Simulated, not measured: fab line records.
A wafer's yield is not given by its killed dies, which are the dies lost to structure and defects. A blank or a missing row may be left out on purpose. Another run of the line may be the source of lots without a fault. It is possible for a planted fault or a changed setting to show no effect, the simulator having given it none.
Chamber matching :: flow nand_harc :: NHARC_A_CHANNEL_FILL_D1_CMP_10 on cmp-03 has 4 sister chambers
The step polishes, target thk 150 nm. 4 wafers are shown with their chamber, then 8 later ones without.

WAFERS WITH THEIR CHAMBER
wafer: L082.1
chamber: 2
motor_current_A (A): 11.4

wafer: L085.3
chamber: 3
motor_current_A (A): 15.4

wafer: L085.6
chamber: 1
motor_current_A (A): 12.1

wafer: L087.2
chamber: 0
motor_current_A (A): 12.5

WAFERS WITH NO CHAMBER GIVEN
wafer: L087.5
motor_current_A (A): 11.9

wafer: L087.6
motor_current_A (A): 15.4

wafer: L088.4
motor_current_A (A): 11.6

wafer: L088.5
motor_current_A (A): 11.2

wafer: L088.6
motor_current_A (A): 15.6

wafer: L093.1
motor_current_A (A): 15.2

wafer: L093.5
motor_current_A (A): 13.1

wafer: L093.6
motor_current_A (A): 11.5

WHICH CHAMBER EACH ONE RAN IN
wafer: L087.5
from the rows above: can't be placed: 1 or 2 or 0
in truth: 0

wafer: L087.6
from the rows above: 3
in truth: 3

wafer: L088.4
from the rows above: can't be placed: 2 or 1
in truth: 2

wafer: L088.5
from the rows above: 2
in truth: 2

wafer: L088.6
from the rows above: 3
in truth: 3

wafer: L093.1
from the rows above: 3
in truth: 3

wafer: L093.5
from the rows above: can't be placed: 0 or 1
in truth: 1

wafer: L093.6
from the rows above: can't be placed: 2 or 1
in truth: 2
Correctly placed: 4 of 8. Can't be placed from these rows: 4 (the true chamber is among the candidates in 4). Placed wrongly: 0.
How it was worked out, from the rows above alone: a wafer's distance from a chamber is the root of the sum, over the readings, of the square of ((its reading less the chamber's mean) divided by the reading's scatter). The wafer belongs to the nearest chamber; if the next one is less than 2 further off, it can't be placed. For every chamber, the mean is computed from those of its wafers that are shown. The scatter (one wafer shown for each chamber): square how far every hidden wafer sits from the nearest shown wafer, average those squares and take the square root.
